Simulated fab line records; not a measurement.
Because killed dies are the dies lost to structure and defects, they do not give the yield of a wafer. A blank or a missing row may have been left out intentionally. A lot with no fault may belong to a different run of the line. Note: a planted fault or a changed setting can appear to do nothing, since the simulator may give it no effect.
Which tool is to blame? | flow nand-harc | Sampling: 14 lots, 42 wafers, 4 of 1302 route steps

## WHAT THE GAUGES SHOWED, per wafer
NHARC_THIN_TSV_THK_MEAS_02: measures by ir. Usual: thk-nm at 3014 nm, with a standard deviation of 190.
lot  | measured     | on            | thk-nm (nm)    | flag
L977 | day 24 09:16 | film-metro-01 | 2965 2629 2937 |
L980 | day 25 10:10 | film-metro-01 | 2886 3170 3166 |
L985 | day 27 21:04 | film-metro-01 | 3252 2972 3260 |
L984 | day 28 06:54 | film-metro-02 | 3291 2966 3198 |
L983 | day 29 01:43 | film-metro-01 | 2770 2707 3048 |
L986 | day 30 00:16 | film-metro-02 | 3248 3173 3067 |
L982 | day 30 04:43 | film-metro-01 | 2775 3020 2977 |
L991 | day 30 12:04 | film-metro-02 | 3083 2943 2583 |
L994 | day 30 22:23 | film-metro-02 | 3161 3012 2910 |
L995 | day 31 15:32 | film-metro-01 | 3078 2945 3140 |
L997 | day 32 03:05 | film-metro-01 | 2955 3104 2863 |
L996 | day 32 01:53 | film-metro-02 | 2938 2927 2691 |
L999 | day 33 08:02 | film-metro-02 | 3034 3236 2951 |
L100 | day 35 01:47 | film-metro-01 | 2599 2750 2835 |

NHARC_END_SORT_01. Usual: killed-at-array 54, standard deviation 18; killed-at-other 0.9, standard deviation 1.2; killed-at-periphery 4.4, standard deviation 2.9; killed-dies 59, standard deviation 18; killed-open 3.2, standard deviation 1.8; killed-short 2.6, standard deviation 1.8.
lot  | measured     | on        | killed-at-array | killed-at-other | killed-at-periphery | killed-dies | killed-open | killed-short | flag
L983 | day 29 19:08 | prober-02 | 135 61 66       | 0 0 0           | 13 13 10            | 148 74 76   | 2 3 5       | 4 4 3        |
L982 | day 31 00:22 | prober-02 | 48 131 40       | 1 1 1           | 6 2 1               | 55 134 42   | 2 2 1       | 3 0 0        |

## TOOL THAT RAN EACH LOT (tool first, then ch and the chambers of the sampled wafers, then the start)
lot  | NHARC_A_WL_FILL_ETCHBACK_26      | NHARC_THIN_TSV_DEP_43
L977 | rie-si-05 ch 2,3, day 21 16:26   | pecvd-04 ch 0, day 24 09:29
L980 | rie-si-06 ch 1,2,3, day 22 21:34 | pecvd-04 ch 0,1, day 25 10:29
L985 | rie-si-05 ch 0,2,3, day 25 02:14 | pecvd-02 ch 0,1, day 27 21:17
L984 | rie-si-01 ch 1,2, day 25 08:47   | pecvd-03 ch 1,2, day 28 07:10
L983 | rie-si-05 ch 1,2, day 25 22:59   | pecvd-03 ch 0, day 29 02:04
L986 | rie-si-01 ch 1,2,3, day 26 01:32 | pecvd-04 ch 0,2, day 30 00:34
L982 | rie-si-05 ch 2,3, day 26 18:44   | pecvd-03 ch 0,1, day 30 04:56
L991 | rie-si-06 ch 0,1, day 27 02:54   | pecvd-02 ch 1,2, day 30 12:20
L994 | rie-si-06 ch 0,2,3, day 27 13:20 | pecvd-03 ch 1,2, day 30 22:37
L995 | rie-si-01 ch 1,2,3, day 28 16:47 | pecvd-04 ch 0,1,2, day 31 15:50
L997 | rie-si-05 ch 1,2,3, day 29 06:00 | pecvd-03 ch 0,1,2, day 32 03:30
L996 | rie-si-06 ch 1,3, day 29 06:01   | pecvd-02 ch 0,1,2, day 32 02:09
L999 | rie-si-05 ch 0,1,3, day 30 16:50 | pecvd-04 ch 0,2, day 33 08:15
L100 | rie-si-06 ch 0,2,3, day 32 05:02 | pecvd-02 ch 0,1,2, day 35 02:30
- NHARC_A_WL_FILL_ETCHBACK_26: etches the open film in HBr, target depth 52 nm, time 13.3 s.
- NHARC_THIN_TSV_DEP_43: deposits SiO2, target thk 1328.5 nm.

## WHAT THE TOOLS THEMSELVES READ (means of the sampled wafers that have a number; where no wafer has one, the mark that the record gives instead)
NHARC_A_WL_FILL_ETCHBACK_26. Usual: chamber-pressure-mTorr 15.001 mTorr, standard deviation 0.013; drypump-motor-current-A 5.8 A, standard deviation 0.33; oes-product-au 0.995 a.u., standard deviation 0.01; throttle-valve-pct 23.268 %, standard deviation 0.0085.
lot  | tool      | chamber-pressure-mTorr (mTorr) | drypump-motor-current-A (A) | oes-product-au (a.u.) | throttle-valve-pct (%) | flag
L977 | rie-si-05 | 15.001                         | 6.0                         | 1.001                 | 23.266                 |
L980 | rie-si-06 | 15.001                         | 5.8                         | 1.000                 | 23.270                 |
L985 | rie-si-05 | 15.013                         | 6.0                         | 1.001                 | 23.262                 |
L984 | rie-si-01 | 15.008                         | 5.8                         | 0.995                 | 23.276                 |
L983 | rie-si-05 | 15.005                         | 5.6                         | 0.989                 | 23.267                 |
L986 | rie-si-01 | 15.015                         | 5.9                         | 0.995                 | 23.263                 |
L982 | rie-si-05 | 15.007                         | 5.9                         | 1.000                 | 23.268                 |
L991 | rie-si-06 | 14.994                         | 5.6                         | 0.987                 | 23.275                 |
L994 | rie-si-06 | 14.996                         | 5.6                         | 1.003                 | 23.267                 |
L995 | rie-si-01 | 15.004                         | 5.8                         | 0.991                 | 23.277                 |
L997 | rie-si-05 | 14.997                         | 5.8                         | 1.008                 | 23.268                 |
L996 | rie-si-06 | 15.000                         | 6.0                         | 0.999                 | 23.258                 |
L999 | rie-si-05 | 15.005                         | 5.8                         | 0.992                 | 23.264                 |
L100 | rie-si-06 | 14.998                         | 5.6                         | 0.994                 | 23.272                 |

NHARC_THIN_TSV_DEP_43. Usual: throttle-valve-pct at 16.1 %, with a standard deviation of 0.57.
lot  | tool     | throttle-valve-pct (%) | flag
L977 | pecvd-04 | 16.4                   |
L980 | pecvd-04 | 16.3                   |
L985 | pecvd-02 | 15.4                   |
L984 | pecvd-03 | 15.8                   |
L983 | pecvd-03 | 16.9                   |
L986 | pecvd-04 | 16.5                   |
L982 | pecvd-03 | 16.4                   |
L991 | pecvd-02 | 15.6                   |
L994 | pecvd-03 | 15.6                   |
L995 | pecvd-04 | 16.7                   |
L997 | pecvd-03 | 15.8                   |
L996 | pecvd-02 | 15.7                   |
L999 | pecvd-04 | 16.7                   |
L100 | pecvd-02 | 15.6                   |

## THE ANSWER, worked out from the rows above alone
Rule: a lot is off if the mean of its wafers that have a number lies more than 3 standard deviations from the usual mean. A lot without any number at a reading at which 4 lots or more have one is off too. Where the step has rows for the other lots, those lots are counted as sound. Order of review: gauges by route order, followed by the tools' own readings, for which a lot's mean as printed above is used. The first step at which some lot is off is used, and at that step the reading that is off furthest; a lot without a number counts as furthest.
No lot is off at any reading shown: from this, nothing can be told.

## WHAT THE SIMULATOR PUT IN
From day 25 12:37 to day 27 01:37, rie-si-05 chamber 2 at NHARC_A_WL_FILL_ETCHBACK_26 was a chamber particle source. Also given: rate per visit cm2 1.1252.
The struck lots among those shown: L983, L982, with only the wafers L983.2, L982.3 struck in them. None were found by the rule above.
